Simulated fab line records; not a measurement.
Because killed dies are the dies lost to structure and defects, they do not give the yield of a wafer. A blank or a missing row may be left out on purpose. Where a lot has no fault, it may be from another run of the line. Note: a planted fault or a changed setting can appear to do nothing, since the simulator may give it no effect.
Matching of chambers ; flow n5Finfet ; N5_BEOL_M5_PRE_CLEAN_77 on cvdCo-02 has 3 sister chambers
The step time 15 s. 6 wafers are shown with their chamber, then 12 later ones without.

## EACH WAFER AND ITS CHAMBER
wafer;chamber;heaterPowerW (W)
L086.4;2;56
L087.4;1;98
L087.6;2;56
L093.1;0;76
L093.3;1;101
L093.4;0;75

## WAFERS WHOSE CHAMBER IS MISSING
wafer;heaterPowerW (W)
L095.2;76
L095.5;78
L095.6;98
L094.1;78
L094.3;55
L094.5;99
L096.1;102
L096.4;75
L096.6;58
L097.4;76
L097.5;57
L097.6;104

## WHICH CHAMBER EACH WENT THROUGH
wafer;from the rows above;in truth
L095.2;0;0
L095.5;0;0
L095.6;1;1
L094.1;0;0
L094.3;2;2
L094.5;1;1
L096.1;1;1
L096.4;0;0
L096.6;2;2
L097.4;0;0
L097.5;2;2
L097.6;1;1
Correctly placed: 12 of 12. Not placeable from these rows: 0. Number placed wrongly: 0.
How it was worked out, from the rows above alone: a wafer's distance from a chamber is the root of the sum, over the readings, of the square of ((its reading less the chamber's mean) divided by the reading's scatter). If the next closest chamber is less than 2 further off than the closest, the wafer can't be placed; otherwise it belongs to the closest. A chamber's mean is the mean of its shown wafers. The scatter is the square root of a quotient: the sum, over the shown wafers, of each reading's squared deviation from its chamber's mean, divided by wafers minus chambers.
